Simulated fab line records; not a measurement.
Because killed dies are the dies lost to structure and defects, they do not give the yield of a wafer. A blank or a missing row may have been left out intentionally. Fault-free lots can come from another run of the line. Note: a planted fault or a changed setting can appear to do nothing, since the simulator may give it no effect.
8D (eight disciplines) problem report, filled in by code    flow nand-harc    the parts of the form that need people (team, actions taken, sign-off) are left out

1. THE ISSUE
Wafers without a fault read 280, standard deviation 68; raw-defect-count at NHARC_A_CHANNEL_HOLE_D2_INSPECT_40 reads a mean of 833 on 6 wafers belonging to 2 lots. That puts it +8.1 standard deviations away from the usual mean.
Earliest sighting: wafer L265.1 on defect-inspect-02 at day 19 18:24. At this step, 33 wafers from 11 lots have a number in the record. The rule behind "out" and "out of limits": a value lying over 4 standard deviations away from the usual mean. All remaining wafers that have a number are taken as sound.

2. WHAT IT IS; WHAT IT IS NOT
question                     is                      is not
which readings at this step  raw-defect-count        -
which lots                   L265, L266              L251, L252, L253, L254, L255, L258, L272, L273, L274
which wafers of those lots   all that have a number  -
read on which gauges         defect-inspect-02       defect-inspect-01
when                         from day 19 18:24       up to then (18 sound wafers); but 9 sound wafers of L272, L273, L274 came after

3. THE SUSPECTS, EACH WITH WHAT RULES IT OUT
Counting: any tool at a process step up to the reading is kept as a suspect provided that every lot that is out went through it and no sound lot did after the first of them.
- the gauge at NHARC_A_CHANNEL_HOLE_D2_INSPECT_40: kept. All the wafers that are out were read on defect-inspect-02, and no step on other tools shows them out.
- har-etch-01 at NHARC_A_CHANNEL_HOLE_D2_ETCH_19 (etches the open film in C4F8/O2/Ar, time 34.5 s): ruled out as a lasting fault. Sound lots L274 ran on it after its first lot that is out, L265 (day 19 12:43).
- har-etch-01 at NHARC_A_CHANNEL_HOLE_D2_ETCH_27 (etches the open film in C4F8/O2/Ar, time 90 s, target depth 400 nm): ruled out as a lasting fault. Sound lots L274 ran on it after its first lot that is out, L265 (day 19 16:40).
Left after counting: defect-inspect-02 at NHARC_A_CHANNEL_HOLE_D2_INSPECT_40.

4. THE CAUSE (what the simulator had put in)
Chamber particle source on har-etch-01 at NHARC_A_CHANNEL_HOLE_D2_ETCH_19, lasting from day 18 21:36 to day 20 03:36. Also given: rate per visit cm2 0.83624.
The count ruled it out by mistake, since the rule takes a fault to strike every lot its tool runs from the start of the fault on, and this one did not do so.

5. THE EFFECT CHAIN, in route order
One row per reading whose mean, taken over the struck wafers that have a number, lies over 3 standard deviations from the usual. Only readings for which the record gives a usual standard deviation are gone through. hours: the time from each lot's start at the first step in this table that gives one to its start at this step, as a median over the lots. sigmas: the change in usual standard deviations.
hours  step                                reading           usual  on struck wafers  change  sigmas
0      NHARC_A_CHANNEL_HOLE_D2_INSPECT_40  raw-defect-count  280    833               +553    +8.1
Later measuring or inspecting steps at which every struck wafer that the step has a row for has a number for every such reading, and none has moved that far: NHARC_END_SORT_01.

6. WHAT WOULD HAVE CAUGHT IT SOONER
Counted from the fault's start at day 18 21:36, it took 21 hours until the first out-of-limits reading at a measuring or inspecting step in this record, taken at day 19 18:24.
An alarm limit of 4 standard deviations would not have fired on the tool readings at NHARC_A_CHANNEL_HOLE_D2_ETCH_19 for which the record gives a usual standard deviation, since none of them was out on any struck wafer.
